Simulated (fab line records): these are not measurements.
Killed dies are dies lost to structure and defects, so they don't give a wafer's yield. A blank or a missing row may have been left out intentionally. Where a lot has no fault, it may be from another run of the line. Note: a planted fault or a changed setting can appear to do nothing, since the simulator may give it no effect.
The tool behind it: which one?	flow nand_harc	12 lots, 36 wafers sampled, at 5 steps of a route of 1302

== WHAT THE GAUGES SHOWED, per wafer ==
NHARC_A_CONTACT_INSPECT_71. Usual: 83 for raw_defect_count, sd 42.
lot	measured	on	raw_defect_count	flag
L709	day 21 21:17	defect_inspect-01	89 78 79	
L710	day 21 21:38	defect_inspect-02	61 54 64	
L713	day 23 01:59	defect_inspect-01	120 118 107	
L712	day 23 02:15	defect_inspect-02	67 57 61	
L715	day 23 16:17	defect_inspect-02	91 106 100	
L716	day 24 20:39	defect_inspect-02	168 148 171	
L718	day 25 07:55	defect_inspect-01	44 31 38	
L721	day 26 20:26	defect_inspect-02	50 31 43	
L726	day 29 08:07	defect_inspect-02	139 154 137	
L727	day 29 18:14	defect_inspect-01	136 143 127	
L730	day 30 16:08	defect_inspect-02	82 88 64	
L731	day 31 00:23	defect_inspect-02	121 123 118	

NHARC_END_SORT_01. Usual: killed_at_array 49, standard deviation 18; killed_at_other 0.7, standard deviation 1.1; killed_at_periphery 4.0, standard deviation 2.6; killed_dies 54, standard deviation 19; killed_open 3.4, standard deviation 1.7; killed_short 2.5, standard deviation 1.7.
lot	measured	on	killed_at_array	killed_at_other	killed_at_periphery	killed_dies	killed_open	killed_short	flag
L727	day 32 08:43	prober-01	574 76 562	0 0 0	2 7 4	576 83 566	2 2 4	1 1 0	OFF

== EACH LOT AND THE TOOL THAT RAN IT (in order: tool; ch and the chambers of the sampled wafers; start) ==
lot	NHARC_A_CONTACT_ETCH_78	NHARC_A_CONTACT_ETCH_125	NHARC_A_CONTACT_ETCH_106
L709	rie_diel-12 ch 0,1,2, day 21 23:10 or earlier	har_cap_etch-02 ch 0,1, day 21 23:10	rie_diel-12 ch 1,2,3, day 22 01:53
L710	rie_diel-03 ch 0,1,3, day 21 23:42 or earlier	har_cap_etch-03 ch 0,1, day 21 23:42	rie_diel-12 ch 0,1,2, day 22 02:28
L713	rie_diel-12 ch 0,2,3, day 23 03:48 or earlier	har_cap_etch-02 ch 0,1, day 23 03:48	rie_diel-12 ch 2,3, day 23 06:32
L712	rie_diel-03 ch 0,2,3, day 23 04:02 or earlier	har_cap_etch-03 ch 0,1, day 23 04:02	rie_diel-08 ch 0,2,3, day 23 06:46
L715	rie_diel-12 ch 0,1, day 23 18:08 or earlier	har_cap_etch-02 ch 0,1, day 23 18:08	rie_diel-12 ch 0,1,3, day 23 20:47
L716	rie_diel-12 ch 1,2,3, day 24 22:32 or earlier	har_cap_etch-01 ch 0,1, day 24 22:32	rie_diel-03 ch 0,1,3, day 25 01:11
L718	rie_diel-08 ch 1,2,3, day 25 09:44 or earlier	har_cap_etch-02 ch 0,1, day 25 09:44	rie_diel-08 ch 0,1,2, day 25 12:26
L721	rie_diel-12 ch 2,3, day 26 22:14 or earlier	har_cap_etch-03 ch 0,1, day 26 22:14	rie_diel-03 ch 2,3, day 27 01:15
L726	rie_diel-08 ch 0,3, day 29 09:55 or earlier	har_cap_etch-02 ch 0,1, day 29 09:55	rie_diel-12 ch 1,2,3, day 29 12:43
L727	rie_diel-12 ch 0,1,3, day 29 20:16 or earlier	har_cap_etch-02 ch 0,1, day 29 20:16	rie_diel-12 ch 0,2, day 29 23:18
L730	rie_diel-12 ch 1,2, day 30 18:00 or earlier	har_cap_etch-03 ch 0,1, day 30 18:00	rie_diel-03 ch 0,1,3, day 30 20:40
L731	rie_diel-08 ch 0,3, day 31 02:20 or earlier	har_cap_etch-01 ch 0,1, day 31 02:20	rie_diel-03 ch 2,3, day 31 04:58
- NHARC_A_CONTACT_ETCH_78: etches the open film in O2/COS, target depth 5300 nm, time 1378 s.
- NHARC_A_CONTACT_ETCH_125: etches the open film in C4F8/O2/Ar, time 197 s, target depth 1918 nm.
- NHARC_A_CONTACT_ETCH_106: etches the open film in CF4/O2, target depth 90 nm, overetch 9 nm, time 49.5 s.

== WHAT THE TOOLS THEMSELVES READ (means of the sampled wafers that have a number; where no wafer has one, the mark that the record gives instead) ==
NHARC_A_CONTACT_ETCH_78. Usual: drypump_motor_current_A 5.6 A, standard deviation 0.34; oes_product_au 1.003 a.u., standard deviation 0.0096; rf_vpp_V 315.3 V, standard deviation 1.8; showerhead_plenum_p_Torr 3.20 Torr, standard deviation 0.12; throttle_valve_pct 28.330 %, standard deviation 0.0087.
lot	tool	drypump_motor_current_A (A)	oes_product_au (a.u.)	rf_vpp_V (V)	showerhead_plenum_p_Torr (Torr)	throttle_valve_pct (%)	flag
L709	rie_diel-12	5.8	0.998	315.3	3.27	28.327	
L710	rie_diel-03	5.7	1.016	314.8	3.15	28.326	
L713	rie_diel-12	5.6	0.999	316.3	3.31	28.330	
L712	rie_diel-03	5.3	1.000	314.1	3.13	28.336	
L715	rie_diel-12	5.7	1.005	316.5	3.29	28.336	
L716	rie_diel-12	5.7	1.008	316.1	3.24	28.326	
L718	rie_diel-08	5.4	1.002	314.7	3.13	28.322	
L721	rie_diel-12	5.5	0.999	315.6	3.27	28.325	
L726	rie_diel-08	5.4	1.008	314.5	3.13	28.325	
L727	rie_diel-12	5.7	1.001	316.8	3.25	28.328	
L730	rie_diel-12	5.9	1.014	315.6	3.23	28.323	
L731	rie_diel-08	5.2	1.001	314.4	3.13	28.330	

NHARC_A_CONTACT_ETCH_106. Usual: drypump_motor_current_A 5.6 A, standard deviation 0.36; oes_product_au 1.003 a.u., standard deviation 0.0096; rf_vpp_V 198.3 V, standard deviation 1.5; showerhead_plenum_p_Torr 1.36 Torr, standard deviation 0.055; throttle_valve_pct 13.397 %, standard deviation 0.0087.
lot	tool	drypump_motor_current_A (A)	oes_product_au (a.u.)	rf_vpp_V (V)	showerhead_plenum_p_Torr (Torr)	throttle_valve_pct (%)	flag
L709	rie_diel-12	5.7	1.003	198.2	1.39	13.391	
L710	rie_diel-12	5.8	1.007	199.8	1.40	13.405	
L713	rie_diel-12	5.6	1.005	198.9	1.41	13.389	
L712	rie_diel-08	5.4	1.002	197.8	1.32	13.397	
L715	rie_diel-12	5.7	1.002	197.8	1.40	13.397	
L716	rie_diel-03	5.7	1.009	197.9	1.34	13.398	
L718	rie_diel-08	5.6	1.001	197.5	1.34	13.410	
L721	rie_diel-03	5.1	1.005	197.4	1.33	13.399	
L726	rie_diel-12	5.7	1.005	199.2	1.38	13.399	
L727	rie_diel-12	5.6	0.957	199.5	1.43	13.398	OFF
L730	rie_diel-03	5.7	1.010	196.8	1.33	13.400	
L731	rie_diel-03	5.1	1.019	197.0	1.32	13.398	

== THE ANSWER, worked out from the rows above alone ==
Rule: lot off if the mean of its wafers having a number is beyond 3 standard deviations from the usual mean. A lot without any number at a reading at which 4 lots or more have one is off too. The other lots that the step has rows for count as sound. Order of review: gauges by route order, followed by the tools' own readings, for which a lot's mean as printed above is used. The first step at which some lot is off is used, and at that step the reading that is off furthest; a lot without a number counts as furthest.
Off: L727 (NHARC_END_SORT_01, killed_at_array). Neither off nor sound, because the step has no rows for them: L709, L710, L713, L712, L715, L716, L718, L721, L726, L730, L731.
A tool fits if, at a process step before that reading, it ran every lot that is off, and no sound lot after the first of them. The gauges at NHARC_END_SORT_01 aren't tried: what is off there is off at NHARC_A_CONTACT_ETCH_106 too, on other tools, and a gauge's error can't cause that. Because NHARC_A_CONTACT_ETCH_78 lacks a start for some lots, the hours and order of its lots are taken from NHARC_A_CONTACT_ETCH_125. This does not decide it: 2 tools fit, namely rie_diel-12 at NHARC_A_CONTACT_ETCH_78 and NHARC_A_CONTACT_ETCH_106 and har_cap_etch-02 at NHARC_A_CONTACT_ETCH_125.

== WHAT WAS PUT IN BY THE SIMULATOR ==
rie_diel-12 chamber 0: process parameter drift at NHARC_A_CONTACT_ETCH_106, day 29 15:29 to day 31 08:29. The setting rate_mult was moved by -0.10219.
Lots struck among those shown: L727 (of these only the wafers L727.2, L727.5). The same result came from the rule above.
